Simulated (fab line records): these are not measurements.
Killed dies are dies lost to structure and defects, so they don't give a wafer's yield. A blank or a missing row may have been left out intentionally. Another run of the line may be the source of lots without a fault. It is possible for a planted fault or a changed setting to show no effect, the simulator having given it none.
The tool behind it: which one? / flow n5 finfet / 9 lots, 26 wafers sampled, at 4 steps of a route of 1938

## WHAT EACH GAUGE READ, for each wafer
N5_BEOL_M15_RS_MEAS_54: a four-point-probe measurement. Usual: M15_RS typically reads 0.0215 ohm/sq, with standard deviation 0.00036.
lot=L656; measured=day 12 12:20; on=film metro-02; M15_RS (ohm/sq)=0.0212 0.0215 0.0215; flag=
lot=L658; measured=day 12 21:52; on=film metro-02; M15_RS (ohm/sq)=0.0212 0.0224 0.0212; flag=
lot=L659; measured=day 13 00:38; on=film metro-02; M15_RS (ohm/sq)=0.0216 0.0216 0.0217; flag=
lot=L657; measured=day 13 02:52; on=film metro-01; M15_RS (ohm/sq)=0.0217 0.0212 0.0214; flag=
lot=L662; measured=day 13 20:20; on=film metro-01; M15_RS (ohm/sq)=0.0215 0.0216 0.0212; flag=
lot=L665; measured=day 14 09:23; on=film metro-01; M15_RS (ohm/sq)=0.0213 0.0215 0.0220; flag=
lot=L664; measured=day 14 11:03; on=film metro-02; M15_RS (ohm/sq)=0.0209 0.0213 0.0214; flag=
lot=L667; measured=day 15 14:33; on=film metro-02; M15_RS (ohm/sq)=0.0225 0.0213; flag=
lot=L675; measured=day 17 05:38; on=film metro-01; M15_RS (ohm/sq)=0.0214 0.0221 0.0213; flag=

N5_BEOL_M15_RC_MEAS_101. Usual: COMB_M10 1.5e-11 S/m, standard deviation 3.6e-12; COMB_M11 1.39e-11 S/m, standard deviation 2.9e-12; COMB_M11_max_site 2e-11 S/m, standard deviation 4.8e-12; COMB_M12 5.5e-12 S/m, standard deviation 1.1e-12; COMB_M13 4.3e-12 S/m, standard deviation 9.2e-13; COMB_M14 3.2e-12 S/m, standard deviation 6.5e-13; COMB_M15 1.9e-12 S/m, standard deviation 4.7e-13; COMB_M5 3.6e-11 S/m, standard deviation 7.2e-12; COMB_M6 2.5e-11 S/m, standard deviation 5.1e-12; COMB_M7 2.5e-11 S/m, standard deviation 5.3e-12; COMB_M8 2.5e-11 S/m, standard deviation 5.2e-12; COMB_M9 1.4e-11 S/m, standard deviation 3.1e-12; COMB_M9_max_site 2e-11 S/m, standard deviation 5.2e-12; SERP_M10 3.08 ohm/um, standard deviation 0.068; SERP_M10_max_site 3.17 ohm/um, standard deviation 0.076; SERP_M11 3.09 ohm/um, standard deviation 0.079; SERP_M12 0.637 ohm/um, standard deviation 0.018; SERP_M13 0.306 ohm/um, standard deviation 0.0064; SERP_M14 0.1614 ohm/um, standard deviation 0.0028; SERP_M5 39.5 ohm/um, standard deviation 1.8; SERP_M6 13.9 ohm/um, standard deviation 0.52; SERP_M7 13.8 ohm/um, standard deviation 0.54; SERP_M8 13.8 ohm/um, standard deviation 0.52; SERP_M9 3.05 ohm/um, standard deviation 0.1; SERP_M9_max_site 3.15 ohm/um, standard deviation 0.1.
lot=L656; measured=day 12 12:32; on=prober-01; COMB_M10 (S/m)=1.3e-11 1.6e-11 1.1e-11; COMB_M11 (S/m)=9.1e-12 1.04e-11 9.3e-12; COMB_M11_max_site (S/m)=1.3e-11 2.2e-11 1.4e-11; COMB_M12 (S/m)=7.2e-12 4.6e-12 6.9e-12; COMB_M13 (S/m)=4.4e-12 3.1e-12 2.9e-12; COMB_M14 (S/m)=3.6e-12 3.1e-12 3.4e-12; COMB_M15 (S/m)=1.6e-12 1.4e-12 1.7e-12; COMB_M5 (S/m)=3.4e-11 4.4e-11 2.5e-11; COMB_M6 (S/m)=3.5e-11 2.3e-11 3e-11; COMB_M7 (S/m)=3.2e-11 2.7e-11 3.6e-11; COMB_M8 (S/m)=4e-11 2.2e-11 1.8e-11; COMB_M9 (S/m)=1.2e-11 9e-12 1.4e-11; COMB_M9_max_site (S/m)=1.5e-11 1.2e-11 1.8e-11; SERP_M10 (ohm/um)=3.16 3.09 3.07; SERP_M10_max_site (ohm/um)=3.27 3.14 3.11; SERP_M11 (ohm/um)=3.09 3.16 3.05; SERP_M12 (ohm/um)=0.627 0.634 0.635; SERP_M13 (ohm/um)=0.300 0.307 0.310; SERP_M14 (ohm/um)=0.1656 0.1624 0.1641; SERP_M5 (ohm/um)=38.5 40.5 39.2; SERP_M6 (ohm/um)=13.7 13.5 13.8; SERP_M7 (ohm/um)=14.9 14.9 14.4; SERP_M8 (ohm/um)=14.7 13.9 14.3; SERP_M9 (ohm/um)=3.18 3.13 3.11; SERP_M9_max_site (ohm/um)=3.21 3.19 3.15; flag=
lot=L658; measured=day 12 21:55; on=prober-01; COMB_M10 (S/m)=1.4e-11 1.2e-11 1.3e-11; COMB_M11 (S/m)=1.69e-11 1.77e-11 1.58e-11; COMB_M11_max_site (S/m)=1.9e-11 1.9e-11 1.9e-11; COMB_M12 (S/m)=3.8e-12 6.9e-12 4e-12; COMB_M13 (S/m)=5.3e-12 3.3e-12 4.2e-12; COMB_M14 (S/m)=3.2e-12 4.2e-12 3.7e-12; COMB_M15 (S/m)=1.8e-12 1.6e-12 2.1e-12; COMB_M5 (S/m)=3.3e-11 5.3e-11 3.5e-11; COMB_M6 (S/m)=2.8e-11 2.4e-11 2.2e-11; COMB_M7 (S/m)=2.2e-11 2.3e-11 2.2e-11; COMB_M8 (S/m)=2.2e-11 3.4e-11 2.4e-11; COMB_M9 (S/m)=1.5e-11 1.4e-11 1.5e-11; COMB_M9_max_site (S/m)=1.8e-11 2.3e-11 2.3e-11; SERP_M10 (ohm/um)=2.99 3.19 3.09; SERP_M10_max_site (ohm/um)=3.09 3.25 3.21; SERP_M11 (ohm/um)=3.09 3.07 2.95; SERP_M12 (ohm/um)=0.647 0.639 0.627; SERP_M13 (ohm/um)=0.300 0.306 0.318; SERP_M14 (ohm/um)=0.1626 0.1581 0.1641; SERP_M5 (ohm/um)=40.0 41.7 40.9; SERP_M6 (ohm/um)=14.3 13.3 14.2; SERP_M7 (ohm/um)=14.2 13.8 13.9; SERP_M8 (ohm/um)=12.7 14.0 13.4; SERP_M9 (ohm/um)=3.14 3.06 3.23; SERP_M9_max_site (ohm/um)=3.27 3.12 3.31; flag=
lot=L659; measured=day 13 00:41; on=prober-02; COMB_M10 (S/m)=1.6e-11 9e-12 1.6e-11; COMB_M11 (S/m)=1.36e-11 1.26e-11 1.46e-11; COMB_M11_max_site (S/m)=1.7e-11 2e-11 1.8e-11; COMB_M12 (S/m)=5.5e-12 7.3e-12 5.3e-12; COMB_M13 (S/m)=5.6e-12 5.2e-12 6.7e-12; COMB_M14 (S/m)=3.4e-12 3.6e-12 4.2e-12; COMB_M15 (S/m)=2.3e-12 2.3e-12 2.7e-12; COMB_M5 (S/m)=3e-11 4.5e-11 4e-11; COMB_M6 (S/m)=2.4e-11 2.4e-11 3.3e-11; COMB_M7 (S/m)=1.9e-11 2.2e-11 2.2e-11; COMB_M8 (S/m)=1.9e-11 3.3e-11 1.5e-11; COMB_M9 (S/m)=1.2e-11 1.1e-11 1.4e-11; COMB_M9_max_site (S/m)=1.9e-11 2.3e-11 1.6e-11; SERP_M10 (ohm/um)=3.00 3.12 3.01; SERP_M10_max_site (ohm/um)=3.05 3.17 3.12; SERP_M11 (ohm/um)=3.06 3.12 2.95; SERP_M12 (ohm/um)=0.646 0.632 0.625; SERP_M13 (ohm/um)=0.303 0.302 0.295; SERP_M14 (ohm/um)=0.1600 0.1696 0.1620; SERP_M5 (ohm/um)=40.3 38.1 39.1; SERP_M6 (ohm/um)=14.7 14.0 15.6; SERP_M7 (ohm/um)=14.5 13.1 13.8; SERP_M8 (ohm/um)=13.4 13.9 13.4; SERP_M9 (ohm/um)=3.15 3.00 3.00; SERP_M9_max_site (ohm/um)=3.25 3.09 3.06; flag=
lot=L657; measured=day 13 03:14; on=prober-02; COMB_M10 (S/m)=1.1e-11 1.5e-11 1.5e-11; COMB_M11 (S/m)=1.53e-11 8.8e-12 1.16e-11; COMB_M11_max_site (S/m)=2e-11 1.4e-11 1.6e-11; COMB_M12 (S/m)=5.1e-12 4.8e-12 5e-12; COMB_M13 (S/m)=3.4e-12 3.7e-12 3.4e-12; COMB_M14 (S/m)=3.1e-12 3.6e-12 3.1e-12; COMB_M15 (S/m)=2.8e-12 2.4e-12 2.4e-12; COMB_M5 (S/m)=3.9e-11 3.2e-11 2.5e-11; COMB_M6 (S/m)=2.5e-11 3.3e-11 2.7e-11; COMB_M7 (S/m)=2e-11 1.9e-11 2.5e-11; COMB_M8 (S/m)=2.9e-11 2.6e-11 2.4e-11; COMB_M9 (S/m)=1.2e-11 1.2e-11 1.2e-11; COMB_M9_max_site (S/m)=1.8e-11 2.4e-11 2.2e-11; SERP_M10 (ohm/um)=3.11 3.08 3.23; SERP_M10_max_site (ohm/um)=3.30 3.18 3.29; SERP_M11 (ohm/um)=3.12 3.17 3.14; SERP_M12 (ohm/um)=0.612 0.630 0.615; SERP_M13 (ohm/um)=0.299 0.311 0.295; SERP_M14 (ohm/um)=0.1568 0.1620 0.1624; SERP_M5 (ohm/um)=39.3 41.9 41.2; SERP_M6 (ohm/um)=14.1 13.7 13.8; SERP_M7 (ohm/um)=14.2 13.8 13.8; SERP_M8 (ohm/um)=14.2 13.2 14.1; SERP_M9 (ohm/um)=3.12 3.28 3.24; SERP_M9_max_site (ohm/um)=3.23 3.36 3.33; flag=
lot=L662; measured=day 13 20:34; on=prober-02; COMB_M10 (S/m)=1.7e-11 1.6e-11 1.5e-11; COMB_M11 (S/m)=1.32e-11 1.44e-11 2.15e-11; COMB_M11_max_site (S/m)=1.8e-11 2.2e-11 2.9e-11; COMB_M12 (S/m)=6.5e-12 5.2e-12 3.7e-12; COMB_M13 (S/m)=4.1e-12 4.6e-12 4.7e-12; COMB_M14 (S/m)=3e-12 4e-12 3.1e-12; COMB_M15 (S/m)=2.7e-12 1.8e-12 2e-12; COMB_M5 (S/m)=3.2e-11 3.8e-11 2.7e-11; COMB_M6 (S/m)=2.7e-11 2e-11 2.7e-11; COMB_M7 (S/m)=2.8e-11 2.6e-11 2.3e-11; COMB_M8 (S/m)=2.5e-11 2.6e-11 2.8e-11; COMB_M9 (S/m)=1.1e-11 1.3e-11 1.4e-11; COMB_M9_max_site (S/m)=1.4e-11 1.6e-11 1.5e-11; SERP_M10 (ohm/um)=2.94 2.97 3.08; SERP_M10_max_site (ohm/um)=3.17 3.10 3.40; SERP_M11 (ohm/um)=3.07 3.09 3.05; SERP_M12 (ohm/um)=0.610 0.631 0.659; SERP_M13 (ohm/um)=0.304 0.302 0.302; SERP_M14 (ohm/um)=0.1624 0.1630 0.1637; SERP_M5 (ohm/um)=38.4 44.3 40.5; SERP_M6 (ohm/um)=12.8 14.2 13.7; SERP_M7 (ohm/um)=15.0 14.3 14.0; SERP_M8 (ohm/um)=13.9 13.6 14.3; SERP_M9 (ohm/um)=3.11 3.22 3.13; SERP_M9_max_site (ohm/um)=3.16 3.29 3.21; flag=
lot=L665; measured=day 14 09:35; on=prober-02; COMB_M10 (S/m)=1.4e-11 1.3e-11 2e-11; COMB_M11 (S/m)=1.24e-11 1.09e-11 1.03e-11; COMB_M11_max_site (S/m)=1.6e-11 1.7e-11 1.5e-11; COMB_M12 (S/m)=5.9e-12 5e-12 5e-12; COMB_M13 (S/m)=4.1e-12 4.8e-12 4.3e-12; COMB_M14 (S/m)=3.9e-12 1.6e-12 1.7e-12; COMB_M15 (S/m)=2e-12 2.4e-12 1.9e-12; COMB_M5 (S/m)=3.6e-11 3.5e-11 3.8e-11; COMB_M6 (S/m)=2.5e-11 2e-11 3.2e-11; COMB_M7 (S/m)=3e-11 2.2e-11 3.6e-11; COMB_M8 (S/m)=2e-11 1.9e-11 2.7e-11; COMB_M9 (S/m)=2.2e-11 1.6e-11 1.6e-11; COMB_M9_max_site (S/m)=3.6e-11 2.5e-11 1.8e-11; SERP_M10 (ohm/um)=3.19 3.03 3.07; SERP_M10_max_site (ohm/um)=3.25 3.11 3.12; SERP_M11 (ohm/um)=3.03 3.15 3.05; SERP_M12 (ohm/um)=0.621 0.681 0.666; SERP_M13 (ohm/um)=0.301 0.305 0.303; SERP_M14 (ohm/um)=0.1680 0.1598 0.1622; SERP_M5 (ohm/um)=40.9 37.1 41.4; SERP_M6 (ohm/um)=13.6 13.8 13.6; SERP_M7 (ohm/um)=13.3 13.5 13.2; SERP_M8 (ohm/um)=13.9 14.8 13.3; SERP_M9 (ohm/um)=3.09 3.13 2.97; SERP_M9_max_site (ohm/um)=3.14 3.24 3.02; flag=
lot=L664; measured=day 14 11:06; on=prober-02; COMB_M10 (S/m)=1.4e-11 1.6e-11 1.9e-11; COMB_M11 (S/m)=1.02e-11 1.19e-11 1.3e-11; COMB_M11_max_site (S/m)=2e-11 1.6e-11 1.8e-11; COMB_M12 (S/m)=3.6e-12 5e-12 4.4e-12; COMB_M13 (S/m)=2.6e-12 3.9e-12 3.9e-12; COMB_M14 (S/m)=2.7e-12 3.1e-12 2.6e-12; COMB_M15 (S/m)=2.2e-12 3.1e-12 1.4e-12; COMB_M5 (S/m)=4.9e-11 3.4e-11 3.4e-11; COMB_M6 (S/m)=3.2e-11 2.1e-11 2.6e-11; COMB_M7 (S/m)=2.8e-11 1.7e-11 1.7e-11; COMB_M8 (S/m)=2.7e-11 3.1e-11 1.9e-11; COMB_M9 (S/m)=1.3e-11 1.2e-11 1.4e-11; COMB_M9_max_site (S/m)=1.9e-11 1.9e-11 2.4e-11; SERP_M10 (ohm/um)=3.00 3.08 3.08; SERP_M10_max_site (ohm/um)=3.08 3.21 3.22; SERP_M11 (ohm/um)=3.15 3.04 3.19; SERP_M12 (ohm/um)=0.614 0.635 0.634; SERP_M13 (ohm/um)=0.306 0.300 0.308; SERP_M14 (ohm/um)=0.1623 0.1591 0.1597; SERP_M5 (ohm/um)=40.2 36.4 42.1; SERP_M6 (ohm/um)=15.0 13.7 13.3; SERP_M7 (ohm/um)=13.2 14.0 13.5; SERP_M8 (ohm/um)=13.4 12.8 13.2; SERP_M9 (ohm/um)=3.16 3.32 3.00; SERP_M9_max_site (ohm/um)=3.25 3.36 3.09; flag=
lot=L667; measured=day 15 14:55; on=prober-02; COMB_M10 (S/m)=1.9e-11 1.6e-11; COMB_M11 (S/m)=1.06e-11 1.35e-11; COMB_M11_max_site (S/m)=2e-11 1.9e-11; COMB_M12 (S/m)=4.3e-12 3.9e-12; COMB_M13 (S/m)=3.1e-12 4.1e-12; COMB_M14 (S/m)=2.1e-12 2.6e-12; COMB_M15 (S/m)=2.9e-12 2.4e-12; COMB_M5 (S/m)=3.1e-11 3.8e-11; COMB_M6 (S/m)=3.3e-11 2.5e-11; COMB_M7 (S/m)=2.7e-11 2.5e-11; COMB_M8 (S/m)=2.6e-11 2.6e-11; COMB_M9 (S/m)=1.2e-11 1.1e-11; COMB_M9_max_site (S/m)=2e-11 1.5e-11; SERP_M10 (ohm/um)=2.96 2.97; SERP_M10_max_site (ohm/um)=3.01 3.11; SERP_M11 (ohm/um)=3.07 3.12; SERP_M12 (ohm/um)=0.644 0.612; SERP_M13 (ohm/um)=0.321 0.313; SERP_M14 (ohm/um)=0.1651 0.1648; SERP_M5 (ohm/um)=36.6 38.9; SERP_M6 (ohm/um)=14.0 13.3; SERP_M7 (ohm/um)=14.4 14.1; SERP_M8 (ohm/um)=13.5 14.7; SERP_M9 (ohm/um)=3.24 3.16; SERP_M9_max_site (ohm/um)=3.34 ~7142.9; flag=
lot=L675; measured=day 17 05:50; on=prober-02; COMB_M10 (S/m)=1.6e-11 1.2e-11 1.2e-11; COMB_M11 (S/m)=1.48e-11 9.1e-12 1.41e-11; COMB_M11_max_site (S/m)=2e-11 1.1e-11 2.2e-11; COMB_M12 (S/m)=5.4e-12 3.8e-12 6.1e-12; COMB_M13 (S/m)=5.3e-12 3.9e-12 3.7e-12; COMB_M14 (S/m)=3.3e-12 3.9e-12 3.8e-12; COMB_M15 (S/m)=1.3e-12 1.7e-12 1.5e-12; COMB_M5 (S/m)=3e-11 3.4e-11 3.3e-11; COMB_M6 (S/m)=2.3e-11 2.7e-11 2e-11; COMB_M7 (S/m)=1.9e-11 2.7e-11 3.5e-11; COMB_M8 (S/m)=3.2e-11 2.5e-11 1.6e-11; COMB_M9 (S/m)=1.5e-11 1.3e-11 1.3e-11; COMB_M9_max_site (S/m)=2e-11 1.7e-11 1.8e-11; SERP_M10 (ohm/um)=3.05 3.14 3.14; SERP_M10_max_site (ohm/um)=3.21 3.21 3.20; SERP_M11 (ohm/um)=3.24 3.10 2.92; SERP_M12 (ohm/um)=0.657 0.616 0.646; SERP_M13 (ohm/um)=0.313 0.294 0.291; SERP_M14 (ohm/um)=0.1628 0.1619 0.1591; SERP_M5 (ohm/um)=39.4 39.3 41.5; SERP_M6 (ohm/um)=13.6 14.7 13.3; SERP_M7 (ohm/um)=13.5 13.0 14.4; SERP_M8 (ohm/um)=14.6 14.7 14.0; SERP_M9 (ohm/um)=2.93 2.82 2.99; SERP_M9_max_site (ohm/um)=3.00 2.92 3.07; flag=

## EACH LOT AND THE TOOL THAT RAN IT (in order: tool; ch and the chambers of the sampled wafers; start)
lot=L656; N5_BEOL_M9_HM_DEP_02=pvd sputter-01, day 10 08:36; N5_BEOL_M15_DEP_53=pecvd-02 ch 1,2, day 12 12:16
lot=L658; N5_BEOL_M9_HM_DEP_02=pvd sputter-01, day 10 09:30; N5_BEOL_M15_DEP_53=pecvd-01 ch 0,1,2, day 12 21:48
lot=L659; N5_BEOL_M9_HM_DEP_02=pvd sputter-01, day 10 10:18; N5_BEOL_M15_DEP_53=pecvd-01 ch 1,2, day 13 00:34
lot=L657; N5_BEOL_M9_HM_DEP_02=pvd sputter-01, day 10 13:52; N5_BEOL_M15_DEP_53=pecvd-02 ch 0,1, day 13 02:49
lot=L662; N5_BEOL_M9_HM_DEP_02=pvd sputter-01, day 11 11:02; N5_BEOL_M15_DEP_53=pecvd-01 ch 0,1,2, day 13 20:16
lot=L665; N5_BEOL_M9_HM_DEP_02=pvd sputter-01, day 12 02:34; N5_BEOL_M15_DEP_53=pecvd-02 ch 1,2, day 14 09:19
lot=L664; N5_BEOL_M9_HM_DEP_02=pvd sputter-03, day 12 13:59; N5_BEOL_M15_DEP_53=pecvd-01 ch 0,1,2, day 14 10:59
lot=L667; N5_BEOL_M9_HM_DEP_02=pvd sputter-01, day 13 12:55; N5_BEOL_M15_DEP_53=pecvd-01 ch 1,2, day 15 14:29
lot=L675; N5_BEOL_M9_HM_DEP_02=pvd sputter-02, day 15 08:19; N5_BEOL_M15_DEP_53=pecvd-01 ch 1,2, day 17 05:34
- N5_BEOL_M9_HM_DEP_02: deposits TiN, target thk 20 nm.
- N5_BEOL_M15_DEP_53: deposits SiCN from 3MS/NH3, target thk 50 nm, time 17.8 s.

## WHAT THE TOOLS THEMSELVES READ (means of the sampled wafers that have a number; where no wafer has one, the mark that the record gives instead)
N5_BEOL_M9_HM_DEP_02. Usual: throttle valve pct 30.1 %, standard deviation 1.1.
lot=L656; tool=pvd sputter-01; throttle valve pct (%)=30.4; flag=
lot=L658; tool=pvd sputter-01; throttle valve pct (%)=31.0; flag=
lot=L659; tool=pvd sputter-01; throttle valve pct (%)=31.0; flag=
lot=L657; tool=pvd sputter-01; throttle valve pct (%)=29.4; flag=
lot=L662; tool=pvd sputter-01; throttle valve pct (%)=30.1; flag=
lot=L665; tool=pvd sputter-01; throttle valve pct (%)=31.4; flag=
lot=L664; tool=pvd sputter-03; throttle valve pct (%)=29.6; flag=
lot=L667; tool=pvd sputter-01; throttle valve pct (%)=31.5; flag=
lot=L675; tool=pvd sputter-02; throttle valve pct (%)=28.9; flag=

N5_BEOL_M15_DEP_53. Usual: showerhead plenum p Torr 4.154 Torr, standard deviation 0.016; throttle valve pct 17.9 %, standard deviation 0.79.
lot=L656; tool=pecvd-02; showerhead plenum p Torr (Torr)=4.162; throttle valve pct (%)=18.3; flag=
lot=L658; tool=pecvd-01; showerhead plenum p Torr (Torr)=4.147; throttle valve pct (%)=18.2; flag=
lot=L659; tool=pecvd-01; showerhead plenum p Torr (Torr)=4.135; throttle valve pct (%)=18.1; flag=
lot=L657; tool=pecvd-02; showerhead plenum p Torr (Torr)=4.159; throttle valve pct (%)=18.2; flag=
lot=L662; tool=pecvd-01; showerhead plenum p Torr (Torr)=4.156; throttle valve pct (%)=18.0; flag=
lot=L665; tool=pecvd-02; showerhead plenum p Torr (Torr)=4.159; throttle valve pct (%)=18.3; flag=
lot=L664; tool=pecvd-01; showerhead plenum p Torr (Torr)=4.151; throttle valve pct (%)=18.1; flag=
lot=L667; tool=pecvd-01; showerhead plenum p Torr (Torr)=4.142; throttle valve pct (%)=17.6; flag=
lot=L675; tool=pecvd-01; showerhead plenum p Torr (Torr)=4.137; throttle valve pct (%)=18.1; flag=

## THE ANSWER, worked out from the rows above alone
Rule: lot off if the mean of its wafers having a number is beyond 3 standard deviations from the usual mean. A lot without any number at a reading at which 4 lots or more have one is off too. Where the step has rows for the other lots, those lots are counted as sound. First the gauges in route order, then the tools' own readings, where a lot's mean is used as printed above. The first step at which some lot is off is used, and at that step the reading that is off furthest; a lot without a number counts as furthest.
No lot is off on any of the readings shown, so nothing can be concluded from this.

## WHAT THE SIMULATOR HAD INSERTED
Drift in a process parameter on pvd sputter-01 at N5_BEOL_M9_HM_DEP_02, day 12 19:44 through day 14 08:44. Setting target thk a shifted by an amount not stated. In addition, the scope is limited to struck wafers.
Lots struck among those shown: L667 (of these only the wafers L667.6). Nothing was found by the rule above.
